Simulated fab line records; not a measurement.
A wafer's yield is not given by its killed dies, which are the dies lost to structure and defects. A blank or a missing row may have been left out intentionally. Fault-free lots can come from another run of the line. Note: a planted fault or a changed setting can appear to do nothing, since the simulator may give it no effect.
Shared-tool check / flow n5-finfet / Lots sampled 10, wafers sampled 30

WHAT PROMPTED THE OPENING
Flagged at N5_BEOL_M12_INSPECT_55: reading raw-defect-count, on 2 of 10 lots. Fault-free wafers read 68, with a standard deviation of 27.
Rule: a lot is flagged in two cases, either no wafer of it has a number, or all its wafers with numbers fall more than 4 standard deviations from that mean. All remaining lots are regarded as sound.

lot=L980; measured=day 11 10:58; on=defect-inspect-01; raw-defect-count, wafer by wafer=52 49 54; flag=
lot=L978; measured=day 11 13:23; on=defect-inspect-01; raw-defect-count, wafer by wafer=47 35 42; flag=
lot=L981; measured=day 11 19:05; on=defect-inspect-01; raw-defect-count, wafer by wafer=166 73 63; flag=
lot=L982; measured=day 12 21:41; on=defect-inspect-02; raw-defect-count, wafer by wafer=100 44 117; flag=
lot=L985; measured=day 13 02:59; on=defect-inspect-02; raw-defect-count, wafer by wafer=57 51 34; flag=
lot=L987; measured=day 13 13:35; on=defect-inspect-02; raw-defect-count, wafer by wafer=57 75 57; flag=
lot=L995; measured=day 15 07:47; on=defect-inspect-02; raw-defect-count, wafer by wafer=467 422 424; flag=FLAGGED
lot=L999; measured=day 16 02:31; on=defect-inspect-02; raw-defect-count, wafer by wafer=57 42 46; flag=
lot=L997; measured=day 16 11:13; on=defect-inspect-02; raw-defect-count, wafer by wafer=415 493 494; flag=FLAGGED
lot=L101; measured=day 17 05:53; on=defect-inspect-01; raw-defect-count, wafer by wafer=50 56 43; flag=
The numbers of the flagged lots are 452 on average: +384 against the usual, or +14 standard deviations.

LOT BY LOT: THE TOOL USED
3 process steps preceding the reading are held in the record, out of 1938 steps in the route. Cell contents, in order: the tool; ch with the chambers the sampled wafers went through; the start.
lot=L980; flag=; N5_BEOL_M12_TRENCH_ETCH_34=rie-diel-02 ch 0,1,3, day 11 08:47; N5_BEOL_M12_STRIP_37=plasma-asher-02 ch 0,1, day 11 08:58; N5_BEOL_M12_PRE_CLEAN_52=pecvd-02 ch 0,1,2, day 11 10:51
lot=L978; flag=; N5_BEOL_M12_TRENCH_ETCH_34=rie-diel-01 ch 0,2,3, day 11 10:00; N5_BEOL_M12_STRIP_37=plasma-asher-02 ch 0,1, day 11 10:13; N5_BEOL_M12_PRE_CLEAN_52=pecvd-02 ch 0,1, day 11 13:16
lot=L981; flag=; N5_BEOL_M12_TRENCH_ETCH_34=rie-diel-02 ch 0,2,3, day 11 15:53; N5_BEOL_M12_STRIP_37=plasma-asher-02 ch 0,1, day 11 16:07; N5_BEOL_M12_PRE_CLEAN_52=pecvd-04 ch 0,1,2, day 11 18:58
lot=L982; flag=; N5_BEOL_M12_TRENCH_ETCH_34=rie-diel-04 ch 0,2,3, day 12 18:18; N5_BEOL_M12_STRIP_37=plasma-asher-01 ch 0,1, day 12 18:29; N5_BEOL_M12_PRE_CLEAN_52=pecvd-02 ch 1,2, day 12 21:33
lot=L985; flag=; N5_BEOL_M12_TRENCH_ETCH_34=rie-diel-02 ch 0,1,3, day 13 00:35; N5_BEOL_M12_STRIP_37=plasma-asher-01 ch 0,1, day 13 00:49; N5_BEOL_M12_PRE_CLEAN_52=pecvd-02 ch 0,2, day 13 02:53
lot=L987; flag=; N5_BEOL_M12_TRENCH_ETCH_34=rie-diel-04 ch 0,1,3, day 13 11:13; N5_BEOL_M12_STRIP_37=plasma-asher-02 ch 0,1, day 13 11:24; N5_BEOL_M12_PRE_CLEAN_52=pecvd-02 ch 0,1, day 13 13:28
lot=L995; flag=FLAGGED; N5_BEOL_M12_TRENCH_ETCH_34=rie-diel-02 ch 1,2,3, day 15 03:25; N5_BEOL_M12_STRIP_37=plasma-asher-02 ch 0,1, day 15 03:37; N5_BEOL_M12_PRE_CLEAN_52=pecvd-02 ch 0,1, day 15 07:41
lot=L999; flag=; N5_BEOL_M12_TRENCH_ETCH_34=rie-diel-02 ch 2,3, day 15 23:02; N5_BEOL_M12_STRIP_37=plasma-asher-02 ch 0,1, day 15 23:13; N5_BEOL_M12_PRE_CLEAN_52=pecvd-01 ch 0,2, day 16 02:23
lot=L997; flag=FLAGGED; N5_BEOL_M12_TRENCH_ETCH_34=rie-diel-04 ch 0,3, day 16 07:42; N5_BEOL_M12_STRIP_37=plasma-asher-02 ch 0,1, day 16 07:54; N5_BEOL_M12_PRE_CLEAN_52=pecvd-02 ch 0,2, day 16 11:06
lot=L101; flag=; N5_BEOL_M12_TRENCH_ETCH_34=rie-diel-02 ch 1,2, day 17 00:50; N5_BEOL_M12_STRIP_37=plasma-asher-02 ch 0,1, day 17 01:03; N5_BEOL_M12_PRE_CLEAN_52=pecvd-01 ch 0,1,2, day 17 05:46
What the steps here do:
- N5_BEOL_M12_TRENCH_ETCH_34: etches SiOC in C4F8/O2/Ar, target depth 318.95 nm, time 125.5 s.
- N5_BEOL_M12_STRIP_37: strips in N2/H2.
- N5_BEOL_M12_PRE_CLEAN_52: time 15 s.
- N5_BEOL_M12_INSPECT_55: inspects for defects (darkfield).

FLAGGED AGAINST TOTAL, ONE TOOL AT A TIME (gauges that did the reading follow at the end)
step=N5_BEOL_M12_TRENCH_ETCH_34; tool=rie-diel-01; lots run=1; flagged=0; share of the flagged lots=none; sound lots run after its first flagged lot=-
step=N5_BEOL_M12_TRENCH_ETCH_34; tool=rie-diel-02; lots run=6; flagged=1; share of the flagged lots=some; sound lots run after its first flagged lot=2 (L999,L101)
step=N5_BEOL_M12_TRENCH_ETCH_34; tool=rie-diel-04; lots run=3; flagged=1; share of the flagged lots=some; sound lots run after its first flagged lot=0
step=N5_BEOL_M12_STRIP_37; tool=plasma-asher-01; lots run=2; flagged=0; share of the flagged lots=none; sound lots run after its first flagged lot=-
step=N5_BEOL_M12_STRIP_37; tool=plasma-asher-02; lots run=8; flagged=2; share of the flagged lots=all; sound lots run after its first flagged lot=2 (L999,L101)
step=N5_BEOL_M12_PRE_CLEAN_52; tool=pecvd-01; lots run=2; flagged=0; share of the flagged lots=none; sound lots run after its first flagged lot=-
step=N5_BEOL_M12_PRE_CLEAN_52; tool=pecvd-02; lots run=7; flagged=2; share of the flagged lots=all; sound lots run after its first flagged lot=0
step=N5_BEOL_M12_PRE_CLEAN_52; tool=pecvd-04; lots run=1; flagged=0; share of the flagged lots=none; sound lots run after its first flagged lot=-
step=N5_BEOL_M12_INSPECT_55; tool=defect-inspect-01; lots run=4; flagged=0; share of the flagged lots=none; sound lots run after its first flagged lot=-
step=N5_BEOL_M12_INSPECT_55; tool=defect-inspect-02; lots run=6; flagged=2; share of the flagged lots=all; sound lots run after its first flagged lot=1 (L999)

WHAT THE TABLE ALLOWS
All flagged lots were run by 3 table rows, namely plasma-asher-02 at N5_BEOL_M12_STRIP_37, pecvd-02 at N5_BEOL_M12_PRE_CLEAN_52, defect-inspect-02 at N5_BEOL_M12_INSPECT_55.
- plasma-asher-02 at N5_BEOL_M12_STRIP_37: 2 of its 8 lots flagged. Sound lots ran on it after the first flagged one (L999, L101), which a lasting fault on the whole tool wouldn't allow.
- pecvd-02 at N5_BEOL_M12_PRE_CLEAN_52: 2 of its 7 lots flagged. It ran its last sound lot, L987, at day 13 13:28 and its first flagged lot, L995, at day 15 07:41: a fault with its onset between the two fits.
- defect-inspect-02 at N5_BEOL_M12_INSPECT_55: 2 of its 6 lots flagged. Sound lots ran on it after the first flagged one (L999), which a lasting fault on the whole tool wouldn't allow.
Just one tool remains: pecvd-02 at N5_BEOL_M12_PRE_CLEAN_52.

WHAT WAS PUT IN BY THE SIMULATOR
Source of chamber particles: pecvd-02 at N5_BEOL_M12_PRE_CLEAN_52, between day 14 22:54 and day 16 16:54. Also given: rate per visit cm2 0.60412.
Shown lots that were struck: L995, L997. Same finding as the rule above.
